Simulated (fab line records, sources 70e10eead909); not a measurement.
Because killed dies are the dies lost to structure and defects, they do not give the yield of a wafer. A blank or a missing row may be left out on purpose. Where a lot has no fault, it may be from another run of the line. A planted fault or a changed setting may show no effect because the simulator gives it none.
Chamber matching :: flow nandHarc :: NHARC_A_ONON_D1_DEP_33 on pecvd-04: 3 sister chambers
The step deposits SiO2, target thk 200 nm. 14 wafers are shown with their chamber, then 7 later ones without.

## WAFERS PAIRED WITH THEIR CHAMBERS
wafer: L643.1
chamber: 0
throttleValvePct (%): 16.0
heaterPowerW (W): 498

wafer: L643.4
chamber: 2
throttleValvePct (%): 16.6
heaterPowerW (W): 471

wafer: L643.5
chamber: 0
throttleValvePct (%): 15.8
heaterPowerW (W): 504

wafer: L646.1
chamber: 2
throttleValvePct (%): 16.4
heaterPowerW (W): 504

wafer: L646.2
chamber: 0
throttleValvePct (%): 16.1
heaterPowerW (W): 458

wafer: L646.5
chamber: 2
throttleValvePct (%): 16.4
heaterPowerW (W): 532

wafer: L653.1
chamber: 1
throttleValvePct (%): 15.7
heaterPowerW (W): 542

wafer: L653.5
chamber: 0
throttleValvePct (%): 15.9
heaterPowerW (W): 490

wafer: L653.6
chamber: 1
throttleValvePct (%): 15.9
heaterPowerW (W): 570

wafer: L656.1
chamber: 1
throttleValvePct (%): 16.0
heaterPowerW (W): 475

wafer: L656.4
chamber: 1
throttleValvePct (%): 15.9
heaterPowerW (W): 514

wafer: L656.5
chamber: 2
throttleValvePct (%): 16.3
heaterPowerW (W): 577

wafer: L660.1
chamber: 0
throttleValvePct (%): 15.6
heaterPowerW (W): 477

wafer: L660.4
chamber: 1
throttleValvePct (%): 15.9
heaterPowerW (W): 531

SIGNATURES (means of the wafers above)
reading: throttleValvePct
chamber 0: 15.880
chamber 1: 15.880
chamber 2: 16.425
scatter within a chamber: 0.149

reading: heaterPowerW
chamber 0: 485.40
chamber 1: 526.40
chamber 2: 521.00
scatter within a chamber: 33.5
Rule: a wafer's distance from a chamber is the root of the sum, over the readings, of the square of ((its reading less the chamber's mean) divided by the reading's scatter). If the next closest chamber is less than 2 further off than the closest, the wafer can't be placed; otherwise it belongs to the closest. The scatter: the root of (the sum of the squares of (reading less its chamber's mean) over the shown wafers, divided by (wafers less chambers)).

## WAFERS MISSING THEIR CHAMBER
wafer: L660.6
throttleValvePct (%): 16.4
heaterPowerW (W): 438

wafer: L662.1
throttleValvePct (%): 15.7
heaterPowerW (W): 492

wafer: L662.3
throttleValvePct (%): 16.2
heaterPowerW (W): 470

wafer: L662.6
throttleValvePct (%): 16.1
heaterPowerW (W): 480

wafer: L663.1
throttleValvePct (%): 16.8
heaterPowerW (W): 580

wafer: L663.2
throttleValvePct (%): 16.1
heaterPowerW (W): 541

wafer: L663.3
throttleValvePct (%): 15.8
heaterPowerW (W): 419

## WHICH CHAMBER EACH ONE RAN IN
wafer: L660.6
from the rows above: can't be placed: 2 or 0 or 1
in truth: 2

wafer: L662.1
from the rows above: can't be placed: 0 or 1
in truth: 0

wafer: L662.3
from the rows above: can't be placed: 2 or 0 or 1
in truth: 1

wafer: L662.6
from the rows above: can't be placed: 0 or 1 or 2
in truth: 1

wafer: L663.1
from the rows above: 2
in truth: 2

wafer: L663.2
from the rows above: can't be placed: 1 or 0 or 2
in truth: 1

wafer: L663.3
from the rows above: can't be placed: 0 or 1
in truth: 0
1 of 7 placed correctly. Not placeable from these rows: 6 (in 6, the candidates include the true chamber). 0 placed wrongly.
